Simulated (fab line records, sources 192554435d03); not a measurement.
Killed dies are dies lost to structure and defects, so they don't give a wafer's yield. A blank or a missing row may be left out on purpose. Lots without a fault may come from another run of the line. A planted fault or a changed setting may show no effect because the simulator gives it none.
A struck lot beside a sound one | flow n5_finfet | 18 steps out of a route of 1938
Sound: wafers L240.2, L240.3, L240.6. Struck: wafers L258.1, L258.2, L258.6. The cause comes at the end.
At each step with rows: each side's tool, then ch and its chambers, then its first start. Under that, the readings that differ: sound wafers | struck wafers | difference of the means | sigmas: that difference in standard deviations of wafers without a fault.
alike: readings whose means differ by less than 2 such deviations, and words and numbers that are the same on both sides. not compared: withheld readings, readings that some wafer has no value for, bounds like >300 that may hide the same value, and numbers for which the record gives no deviation and whose values overlap.
The two part at a step that has a row with sigmas, a row that says differs or no value, or rows on one side only. Numbers that don't overlap but have no deviation are shown without sigmas and don't part them. A reading that every wafer of one side lacks parts them only if that side has two wafers or more.

N5_BEOL_M10_ETCH_61: etches SiARC in CF4, target depth 39 nm, time 65 s.
  sound on rie_diel-02 ch 0,2, day 11 11:58; struck on rie_diel-06 ch 0,1, day 15 18:37
  alike: drypump_motor_current_A, etch_rf_on_time_s, oes_product_au, rf_vpp_V, showerhead_plenum_p_Torr, throttle_valve_pct
  not compared: rf_hours_counter_h
N5_BEOL_M10_ETCH_62: etches SOC in N2/H2, target depth 110 nm, overetch 22 nm, time 165 s.
  sound on rie_diel-02 ch 0,2, day 11 12:01; struck on rie_diel-06 ch 0,1, day 15 18:40
  alike: drypump_motor_current_A, oes_product_au, rf_vpp_V, showerhead_plenum_p_Torr, throttle_valve_pct
  not compared: rf_hours_counter_h
then, 1 step without rows for these wafers: N5_BEOL_M10_STRIP_68 (strips in N2/H2).
N5_BEOL_M10_STRIP_67: strips in CF4.
  sound on rie_diel-02 ch 0,2, day 11 12:10; struck on rie_diel-06 ch 0,1, day 15 18:49
  alike: drypump_motor_current_A, oes_product_au, rf_vpp_V, showerhead_plenum_p_Torr, throttle_valve_pct
  not compared: rf_hours_counter_h
N5_BEOL_M10_HM_OPEN_17: chemistry Cl2/BCl3, target TiN, target depth 20 nm, overetch 6 nm.
  sound on rie_metal-03 ch 0,1, day 11 12:12; struck on rie_metal-01 ch 0,1, day 15 18:52
  alike: drypump_motor_current_A, oes_product_au, throttle_valve_pct
  not compared: rf_hours_counter_h
N5_BEOL_M10_STRIP_19: strips in O2.
  sound on rie_diel-02 ch 1,2,3, day 11 12:20; struck on rie_diel-05 ch 2,3, day 15 19:02
  alike: drypump_motor_current_A, oes_product_au, rf_vpp_V, showerhead_plenum_p_Torr, throttle_valve_pct
  not compared: rf_hours_counter_h
N5_BEOL_M10_CD_MEAS_18: pitch 140 nm, target cd 70 nm.
  sound on cd_sem-01, day 11 12:25; struck on cd_sem-03, day 15 19:06
  alike: cd_nm
then, 5 steps without rows for these wafers: N5_BEOL_M10_COAT_63 (time 60 s, resist thk 100 nm); N5_BEOL_M10_COAT_64 (time 60 s, resist thk 30 nm); N5_BEOL_M10_COAT_22 (resist thk 90 nm); N5_BEOL_M10_EBR_24; N5_BEOL_M10_SOFTBAKE_23 (time 60 s).
N5_BEOL_M10_EXPOSE_25: exposes mask V9.
  sound on arfi_scanner-03 ch 0, day 11 12:43; struck on arfi_scanner-03 ch 0, day 15 19:43
  reading              | sound             | struck            | difference | sigmas
  exposure_dose_mJ_cm2 | 85.42 85.43 85.52 | 82.22 82.27 82.16 | -3.24      | -34
  alike: mask, stage_vel_mm_s
then, 2 steps without rows for these wafers: N5_BEOL_M10_PEB_26 (peb time 60 s); N5_BEOL_M10_DEVELOP_27 (develop time 30 s).
N5_BEOL_M10_CD_MEAS_28: target cd 70 nm.
  sound on cd_sem-02 ch 0, day 11 12:50; struck on cd_sem-03 ch 0, day 15 19:50
  reading    | sound          | struck         | difference | sigmas
  cd_nm (nm) | 70.1 69.8 70.7 | 65.8 65.9 66.0 | -4.3       | -5
N5_BEOL_M10_OVL_MEAS_29:
  sound on overlay-01 ch 0, day 11 12:52; struck on overlay-01 ch 0, day 15 19:52
  alike: V9_OVL
then, 1 step without rows for these wafers: N5_PASSIVATION_PROBE_49.

WHERE THEY PART
First at N5_BEOL_M10_EXPOSE_25; last, within this record, at N5_BEOL_M10_CD_MEAS_28. Later steps at which nothing parts them and some readings are alike: N5_BEOL_M10_OVL_MEAS_29.

WHY: what the simulator had put in
Process parameter drift: arfi_scanner-03, from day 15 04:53 on, at N5_BEOL_M10_EXPOSE_25. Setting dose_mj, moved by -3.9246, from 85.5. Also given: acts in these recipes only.
